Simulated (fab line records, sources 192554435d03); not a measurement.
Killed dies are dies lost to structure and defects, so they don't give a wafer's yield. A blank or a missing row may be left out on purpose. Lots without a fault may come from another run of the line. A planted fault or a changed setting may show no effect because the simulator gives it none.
Chamber matching | flow n5_finfet | N5_BEOL_M5_DEP_56 on pecvd-03: 3 sister chambers
The step deposits SiCN from 3MS/NH3, target thk 8 nm, time 14 s. 6 wafers are shown with their chamber, then 8 later ones without.

WAFERS WITH THEIR CHAMBER
wafer  | chamber | showerhead_plenum_p_Torr (Torr) | throttle_valve_pct (%)
L084.1 | 0       | 3.681                           | 9.0
L084.2 | 1       | 3.651                           | 9.4
L084.6 | 0       | 3.686                           | 8.9
L086.1 | 1       | 3.652                           | 9.5
L086.4 | 2       | 3.663                           | 7.9
L087.1 | 2       | 3.662                           | 7.7

WAFERS WITHOUT THEIR CHAMBER
wafer  | showerhead_plenum_p_Torr (Torr) | throttle_valve_pct (%)
L087.5 | 3.681                           | 8.8
L087.6 | 3.652                           | 9.3
L089.1 | 3.663                           | 7.9
L089.3 | 3.673                           | 8.9
L089.4 | 3.688                           | 8.8
L092.2 | 3.659                           | 7.9
L092.4 | 3.659                           | 7.9
L092.6 | 3.649                           | 9.3

WHICH CHAMBER EACH WENT THROUGH
wafer  | from the rows above | in truth
L087.5 | 0                   | 0
L087.6 | 1                   | 1
L089.1 | 2                   | 2
L089.3 | 0                   | 0
L089.4 | 0                   | 0
L092.2 | 2                   | 2
L092.4 | 2                   | 2
L092.6 | 1                   | 1
Placed correctly: 8 of 8. Can't be placed from these rows: 0. Placed wrongly: 0.
How it was worked out, from the rows above alone: a wafer's distance from a chamber is the root of the sum, over the readings, of the square of ((its reading less the chamber's mean) divided by the reading's scatter). The wafer belongs to the nearest chamber; if the next one is less than 2 further off, it can't be placed. A chamber's mean is the mean of its shown wafers. The scatter: the root of (the sum of the squares of (reading less its chamber's mean) over the shown wafers, divided by (wafers less chambers)).
